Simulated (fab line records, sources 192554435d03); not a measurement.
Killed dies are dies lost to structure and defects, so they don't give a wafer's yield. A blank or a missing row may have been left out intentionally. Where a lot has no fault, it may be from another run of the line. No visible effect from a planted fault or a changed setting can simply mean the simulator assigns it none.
Matching of chambers :: flow n5-finfet :: 4 sister chambers for N5_BEOL_M9_STRIP_36 on rie-diel-05
The step strips in N2/H2. 4 wafers are shown with their chamber, then 9 later ones without.

## WAFERS WITH THEIR CHAMBER
wafer: L081.6
chamber: 2
showerhead-plenum-p-Torr (Torr): 2.56

wafer: L086.5
chamber: 3
showerhead-plenum-p-Torr (Torr): 2.61

wafer: L090.5
chamber: 0
showerhead-plenum-p-Torr (Torr): 2.44

wafer: L090.6
chamber: 1
showerhead-plenum-p-Torr (Torr): 2.54

## WAFERS MISSING THEIR CHAMBER
wafer: L091.1
showerhead-plenum-p-Torr (Torr): 2.53

wafer: L091.5
showerhead-plenum-p-Torr (Torr): 2.60

wafer: L091.6
showerhead-plenum-p-Torr (Torr): 2.55

wafer: L096.1
showerhead-plenum-p-Torr (Torr): 2.60

wafer: L096.5
showerhead-plenum-p-Torr (Torr): 2.43

wafer: L096.6
showerhead-plenum-p-Torr (Torr): 2.60

wafer: L097.4
showerhead-plenum-p-Torr (Torr): 2.43

wafer: L097.5
showerhead-plenum-p-Torr (Torr): 2.53

wafer: L097.6
showerhead-plenum-p-Torr (Torr): 2.55

## WHICH CHAMBER EACH ONE RAN IN
wafer: L091.1
from the rows above: 1
in truth: 1

wafer: L091.5
from the rows above: 3
in truth: 3

wafer: L091.6
from the rows above: can't be placed: 1 or 2
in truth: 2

wafer: L096.1
from the rows above: 3
in truth: 3

wafer: L096.5
from the rows above: 0
in truth: 0

wafer: L096.6
from the rows above: 3
in truth: 3

wafer: L097.4
from the rows above: 0
in truth: 0

wafer: L097.5
from the rows above: 1
in truth: 1

wafer: L097.6
from the rows above: can't be placed: 1 or 2
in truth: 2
Placed correctly: 7 of 9. Unplaceable from these rows: 2, with the true chamber sitting among the candidates in 2. Wrongly placed: 0.
How it was worked out, from the rows above alone: a wafer's distance from a chamber is the root of the sum, over the readings, of the square of ((its reading less the chamber's mean) divided by the reading's scatter). If the next closest chamber is less than 2 further off than the closest, the wafer can't be placed; otherwise it belongs to the closest. Each chamber's mean is taken over the wafers shown for it. The scatter: with one shown wafer a chamber, the root of the mean of the squares of how far each hidden wafer lies from its nearest shown one.
